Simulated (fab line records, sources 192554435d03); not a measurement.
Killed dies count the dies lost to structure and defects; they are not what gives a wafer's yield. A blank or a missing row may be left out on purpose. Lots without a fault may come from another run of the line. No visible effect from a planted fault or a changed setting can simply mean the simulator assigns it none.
Comparing a struck lot with a sound one	flow n5_finfet	39 out of 1938 route steps
Sound: the wafers L283.4, L283.5, L283.6. Struck: wafer L293.6 (left out: L293.3, a lot-mate that was not struck); the cause follows at the end.
Order at every step that has rows: each side's tool, ch and its chambers, its first start. Under that, the readings that differ: sound wafers	struck wafers	difference of the means	sigmas: that difference in standard deviations of wafers without a fault.
alike: words and numbers the same on both sides, and readings whose means are apart by under 2 such deviations; not compared: readings that were withheld, readings missing a value for some wafer, numbers with overlapping values and no deviation given by the record, and bounds like >300 which may hide the same value.
The two part at a step that has a row with sigmas, a row that says differs or no value, or rows on one side only. Numbers that have no deviation but don't overlap get no sigmas and don't part them. A reading missing from all wafers of one side parts the sides only when that side holds two or more wafers.

first, 10 steps without rows for these wafers: N5_BEOL_M4_STRIP_36 (strips in N2/H2); N5_BEOL_M4_TRENCH_ETCH_37 (etches SiOC in C4F6/O2, target depth 55.555 nm, time 29.2 s); N5_BEOL_M4_ETCH_41 (etches SiCN in CH3F/O2, target depth 29.9 nm, time 52.5 s); N5_BEOL_M4_STRIP_97 (strips in N2/H2, time 10 s); N5_BEOL_M4_HM_STRIP_39 (strips TiN in peroxide tin strip, target depth 25 nm, time 158 s); N5_BEOL_M4_SRD_40 (time 30 s); N5_BEOL_M4_PRECLEAN_42 (cleans in residue remover, time 60 s); N5_BEOL_M4_SRD_43 (time 30 s); N5_BEOL_M4_DEGAS_44 (time 60 s); N5_BEOL_M4_PRE_CLEAN_45 (time 30 s).
N5_BEOL_M4_ALD_84: deposits TaN, pulse time 2 s, purge time 3 s, co reactant purge time 2 s.
  sound on ald_metal-04 ch 2,3, day 8 22:04; struck on ald_metal-02 ch 1, day 11 03:54
reading	sound	struck	difference	sigmas
ald_cycles	30 30 30	40	+10	
  alike: heater_power_w
  not compared: model.TaN_of_BEOL_M4_ALD_84.thk_nm
then, 26 steps without rows for these wafers: N5_BEOL_M4_SURFACE_TREAT_85; N5_BEOL_M4_CVD_47 (deposits Co from CCTBA/H2, target thk 3 nm, time 223.8 s); N5_BEOL_M4_SPUTTER_48 (material Cu, target thk 4.5 nm, time 8.29 s); N5_BEOL_M4_ANNEAL_49 (time 240 s); N5_BEOL_M4_SPUTTER_79 (material Cu, target thk 4.5 nm, time 8.29 s); N5_BEOL_M4_ANNEAL_80 (time 240 s); N5_BEOL_M4_SPUTTER_81 (material Cu, target thk 4.5 nm, time 8.29 s); N5_BEOL_M4_ANNEAL_82 (time 240 s); N5_BEOL_M4_SPUTTER_86 (material Cu, target thk 4.5 nm, time 8.29 s); N5_BEOL_M4_ANNEAL_87 (time 240 s); N5_BEOL_M4_SPUTTER_88 (material Cu, target thk 4.5 nm, time 8.29 s); N5_BEOL_M4_ANNEAL_89 (time 240 s); N5_BEOL_M4_SPUTTER_90 (material Cu, target thk 4.5 nm, time 8.29 s); N5_BEOL_M4_ANNEAL_91 (time 240 s); N5_BEOL_M4_SPUTTER_92 (material Cu, target thk 4.5 nm, time 8.29 s); N5_BEOL_M4_ANNEAL_93 (time 240 s); N5_BEOL_M4_SPUTTER_94 (material Cu, target thk 4.5 nm, time 8.29 s); N5_BEOL_M4_ANNEAL_95 (time 240 s); N5_BEOL_M4_SPUTTER_96 (material Cu, target thk 4.5 nm, time 8.29 s); N5_BEOL_M4_ECD_50 (material Cu, target thk 300 nm); N5_BEOL_M4_ANNEAL_51 (time 90 s); N5_BEOL_M4_CMP_52 (polishes, stops on SiOC, t overpolish 6.8 s, target thk 40 nm); N5_BEOL_M4_PRE_CLEAN_60 (time 15 s); N5_BEOL_M4_CO_CAP_55 (material Co, precursor CCTBA/H2, target thk 2 nm, time 102.1 s); N5_BEOL_M4_PRE_CLEAN_56 (time 15 s); N5_BEOL_M4_DEP_57 (deposits SiCN from 3MS/NH3, target thk 8 nm, time 14 s).
N5_BEOL_M4_RC_MEAS_101:
  sound on prober-01 ch 0, day 9 03:30; struck on prober-01 ch 0, day 11 08:31
reading	sound	struck	difference	sigmas
CHAIN_V3 (ohm/link)	224 228 222	321	+96	+8
CHAIN_V3_max_site (ohm/link)	232 241 232	331	+96	+8
  alike: DIBL_N, DIBL_P, IOFF_N, IOFF_P, ION_N, ION_P, SS_N, SS_P, VT_N, VT_P
-- a jump in the record: the struck wafers' starts before and after are 4 days apart (it breaks off in module BEOL_M4 and resumes in module PASSIVATION, where the first step shown is number 1936 of the route) --
N5_PASSIVATION_PROBE_49:
  only the struck wafers here have rows in the record (prober-02, day 15 16:54); the sound ones have none

WHERE THEY PART
Earliest at N5_BEOL_M4_RC_MEAS_101; latest, in this record, at N5_PASSIVATION_PROBE_49.

WHY: what had been put in by the simulator
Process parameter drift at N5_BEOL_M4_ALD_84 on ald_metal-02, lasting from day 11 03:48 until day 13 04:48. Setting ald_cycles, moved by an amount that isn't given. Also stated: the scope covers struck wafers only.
